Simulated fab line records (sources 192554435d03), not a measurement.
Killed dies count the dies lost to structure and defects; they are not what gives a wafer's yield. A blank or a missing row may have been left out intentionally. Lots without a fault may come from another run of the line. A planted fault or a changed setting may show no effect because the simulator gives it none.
Chamber matching | flow n5 finfet | 4 sister chambers for N5_BEOL_M4_STRIP_36 on rie diel-05
The step strips in N2/H2. 14 wafers are shown with their chamber, then 7 later ones without.

## EACH WAFER AND ITS CHAMBER
wafer  | chamber | drypump motor current A (A) | showerhead plenum p Torr (Torr) | throttle valve pct (%)
L075.3 | 3       | 5.4                         | 2.51                            | 23.7
L075.4 | 0       | 5.3                         | 2.46                            | 23.6
L075.6 | 2       | 5.6                         | 2.56                            | 23.5
L078.1 | 0       | 5.3                         | 2.46                            | 23.6
L078.5 | 0       | 5.2                         | 2.46                            | 23.6
L078.6 | 3       | 5.4                         | 2.51                            | 23.7
L081.3 | 2       | 5.6                         | 2.55                            | 23.5
L081.4 | 1       | 4.9                         | 2.48                            | 22.8
L081.5 | 0       | 5.2                         | 2.45                            | 23.6
L084.1 | 3       | 5.4                         | 2.50                            | 23.3
L084.3 | 1       | 4.9                         | 2.48                            | 22.8
L084.5 | 2       | 5.6                         | 2.55                            | 23.5
L087.1 | 2       | 5.6                         | 2.54                            | 23.5
L087.4 | 0       | 5.3                         | 2.44                            | 23.6

SIGNATURES, as means of the wafers listed above
reading                  | chamber 0 | chamber 1 | chamber 2 | chamber 3 | scatter within a chamber
drypump motor current A  | 5.260     | 4.900     | 5.600     | 5.400     | 0.0346
showerhead plenum p Torr | 2.4540    | 2.4800    | 2.5500    | 2.5067    | 0.00766
throttle valve pct       | 23.600    | 22.800    | 23.500    | 23.567    | 0.103
Rule: distance of a wafer from a chamber = root of the sum over the readings of ((wafer's reading minus chamber's mean) / reading's scatter) squared. The wafer belongs to the nearest chamber; if the next one is less than 2 further off, it can't be placed. The scatter: the root of (the sum of the squares of (reading less its chamber's mean) over the shown wafers, divided by (wafers less chambers)).

## WAFERS MISSING THEIR CHAMBER
wafer  | drypump motor current A (A) | showerhead plenum p Torr (Torr) | throttle valve pct (%)
L087.5 | 4.8                         | 2.47                            | 22.8
L088.2 | 5.4                         | 2.50                            | 23.4
L088.5 | 5.4                         | 2.50                            | 23.4
L088.6 | 5.3                         | 2.44                            | 23.6
L089.1 | 4.9                         | 2.47                            | 22.8
L089.4 | 5.2                         | 2.44                            | 23.7
L089.6 | 5.4                         | 2.50                            | 23.4

## WHICH CHAMBER EACH WENT THROUGH
wafer  | from the rows above | in truth
L087.5 | 1                   | 1
L088.2 | 3                   | 3
L088.5 | 3                   | 3
L088.6 | 0                   | 0
L089.1 | 1                   | 1
L089.4 | 0                   | 0
L089.6 | 3                   | 3
7 of 7 placed correctly. Can't be placed from these rows: 0. Wrongly placed: 0.
